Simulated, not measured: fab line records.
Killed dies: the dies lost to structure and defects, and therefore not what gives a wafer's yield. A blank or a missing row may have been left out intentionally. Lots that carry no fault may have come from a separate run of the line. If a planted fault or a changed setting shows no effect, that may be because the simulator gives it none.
A lot that was struck, set against a sound lot :: flow n5_finfet :: 19 out of 1938 route steps
Sound: the wafers L725.1, L725.5, L725.6. Struck: wafer L742.3. (L742.2, L742.4 of the same lot were not struck and are left out.) The cause comes at the end.
Order at every step that has rows: each side's tool, ch and its chambers, its first start. Under that, the readings that differ: sound wafers :: struck wafers :: difference of the means :: sigmas: that difference in standard deviations of wafers without a fault.
alike: words and numbers the same on both sides, and readings whose means are apart by under 2 such deviations; not compared: readings that were withheld, readings missing a value for some wafer, numbers with overlapping values and no deviation given by the record, and bounds like >300 which may hide the same value.
A row with sigmas, a row that says differs or no value, or rows on one side alone: a step with any of these is where the two part. When numbers do not overlap yet have no deviation, they are printed without sigmas and do not part them. A reading that every wafer of one side lacks parts them only if that side has two wafers or more.

first, 5 steps without rows for these wafers: N5_BEOL_M12_ETCH_67 (etches SiARC in CF4, target depth 143 nm, time 238.3 s); N5_BEOL_M12_ETCH_68 (etches SOC in N2/H2, time 285 s); N5_BEOL_M12_STRIP_69 (strips in N2/H2); N5_BEOL_M12_TRENCH_ETCH_34 (etches SiOC in C4F8/O2/Ar, target depth 318.95 nm, time 125.5 s); N5_BEOL_M12_STRIP_70 (strips in C4F8/O2/Ar).
N5_BEOL_M12_OCD_MEAS_35:
  sound: ocd-01 at day 11 20:20; struck: ocd-01 at day 16 01:53
  alike: trench_depth_nm
then, 1 step without rows for these wafers: N5_BEOL_M12_STRIP_37 (strips in N2/H2).
N5_BEOL_M12_ETCH_38: etches SiCN in CF4/N2, target depth 68.7 nm, time 73.4 s.
  sound on rie_diel-04 ch 0,3, day 11 20:31; struck on rie_diel-05 ch 3, day 16 02:02
  alike: cf4_flow_sccm, drypump_motor_current_A, oes_product_au, rf_vpp_V, showerhead_plenum_p_Torr, throttle_valve_pct
  not compared: rf_hours_counter_h
then, 2 steps without rows for these wafers: N5_BEOL_M12_PRECLEAN_39 (cleans in residue remover, time 60 s); N5_BEOL_M12_SRD_40 (time 30 s, dry time 30 s).
N5_BEOL_M12_DEGAS_41: time 60 s.
  sound: pvd_sputter-01 at day 11 20:43; struck: pvd_sputter-02 at day 16 04:00
  alike: heater_power_w
N5_BEOL_M12_PRE_CLEAN_42: time 30 s.
  sound: pvd_sputter-01 at day 11 20:45; struck: pvd_sputter-02 at day 16 04:02
  alike: heater_power_w
N5_BEOL_M12_SPUTTER_43: material TaN, target thk 15 nm, time 24.19 s.
  sound: pvd_sputter-01 at day 11 20:47; struck: pvd_sputter-02 at day 16 04:05
reading: model.TaN_of_BEOL_M12_SPUTTER_43.thk_nm (nm)
sound: 14.8 15 14.8
struck: 13.4
difference: -1.5
sigmas: 
  alike: throttle_valve_pct
N5_BEOL_M12_SPUTTER_44: material Ta, target thk 10 nm, time 16.13 s.
  sound: pvd_sputter-01 at day 11 20:52; struck: pvd_sputter-02 at day 16 04:10
  alike: throttle_valve_pct
N5_BEOL_M12_SPUTTER_45: material Cu, target thk 80 nm, time 13.33 s.
  sound: pvd_sputter-01 at day 11 20:57; struck: pvd_sputter-02 at day 16 04:14
  alike: throttle_valve_pct
then, 2 steps without rows for these wafers: N5_BEOL_M12_ECD_47 (material Cu, target thk 720 nm); N5_BEOL_M12_ANNEAL_48 (time 90 s).
N5_BEOL_M12_CMP_49: polishes, stops on SiOC, t overpolish 20.6 s, target thk 320 nm.
  sound on cmp-01 ch 1,2, day 11 21:31; struck on cmp-04 ch 1, day 16 04:48
reading: barrier_field_endpoint_s (s)
sound: 30.1 29.8 29.8
struck: 27.1
difference: -2.8
sigmas: -4
  alike: motor_current_A
  not compared: pad_life_wafers
N5_BEOL_M12_THK_MEAS_50: measures by xrf.
  sound: film_metro-01 at day 11 21:49; struck: film_metro-01 at day 16 05:06
reading: M12_THK (nm)
sound: 312 322 315
struck: 303
difference: -13
sigmas: -2

WHERE THEY PART
Earliest at N5_BEOL_M12_CMP_49; latest, in this record, at N5_BEOL_M12_THK_MEAS_50.

WHY: what the simulator had put in
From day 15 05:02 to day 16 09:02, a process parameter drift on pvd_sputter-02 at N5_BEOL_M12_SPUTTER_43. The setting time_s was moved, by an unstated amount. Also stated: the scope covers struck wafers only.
